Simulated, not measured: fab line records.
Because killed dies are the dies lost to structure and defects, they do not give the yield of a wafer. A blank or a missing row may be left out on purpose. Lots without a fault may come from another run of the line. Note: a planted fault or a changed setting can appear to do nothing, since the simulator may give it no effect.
Matching of chambers || flow n5Finfet || 3 sister chambers for N5_BEOL_M9_DEP_56 on pecvd-02
The step deposits SiCN from 3MS/NH3, target thk 15 nm, time 26.5 s. 3 wafers are shown with their chamber, then 8 later ones without.

== WAFERS WITH THEIR CHAMBER ==
{"wafer": "L085.4", "chamber": 1, "throttleValvePct (%)": 8.9}
{"wafer": "L085.5", "chamber": 0, "throttleValvePct (%)": 9.5}
{"wafer": "L086.3", "chamber": 2, "throttleValvePct (%)": 8.5}

== WAFERS WHOSE CHAMBER IS MISSING ==
{"wafer": "L086.4", "throttleValvePct (%)": 9.7}
{"wafer": "L086.6", "throttleValvePct (%)": 8.7}
{"wafer": "L092.2", "throttleValvePct (%)": 8.8}
{"wafer": "L092.4", "throttleValvePct (%)": 10.0}
{"wafer": "L092.5", "throttleValvePct (%)": 8.9}
{"wafer": "L093.2", "throttleValvePct (%)": 8.8}
{"wafer": "L093.3", "throttleValvePct (%)": 9.8}
{"wafer": "L093.5", "throttleValvePct (%)": 8.7}

== THE CHAMBER EACH PASSED THROUGH ==
{"wafer": "L086.4", "from the rows above": 0, "in truth": 0}
{"wafer": "L086.6", "from the rows above": "can't be placed: 2 or 1", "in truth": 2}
{"wafer": "L092.2", "from the rows above": "can't be placed: 1 or 2", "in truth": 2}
{"wafer": "L092.4", "from the rows above": 0, "in truth": 0}
{"wafer": "L092.5", "from the rows above": "can't be placed: 1 or 2", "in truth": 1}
{"wafer": "L093.2", "from the rows above": "can't be placed: 1 or 2", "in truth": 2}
{"wafer": "L093.3", "from the rows above": 0, "in truth": 0}
{"wafer": "L093.5", "from the rows above": "can't be placed: 2 or 1", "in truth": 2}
Correctly placed: 3 of 8. Can't be placed from these rows: 5 (the true chamber is among the candidates in 5). 0 placed wrongly.
How it was worked out, from the rows above alone: a wafer's distance from a chamber is the root of the sum, over the readings, of the square of ((its reading less the chamber's mean) divided by the reading's scatter). The wafer belongs to the nearest chamber; if the next one is less than 2 further off, it can't be placed. A chamber's mean is the mean of its shown wafers. The scatter: root of mean squared gap, hidden wafer to nearest shown wafer, with one shown wafer a chamber.
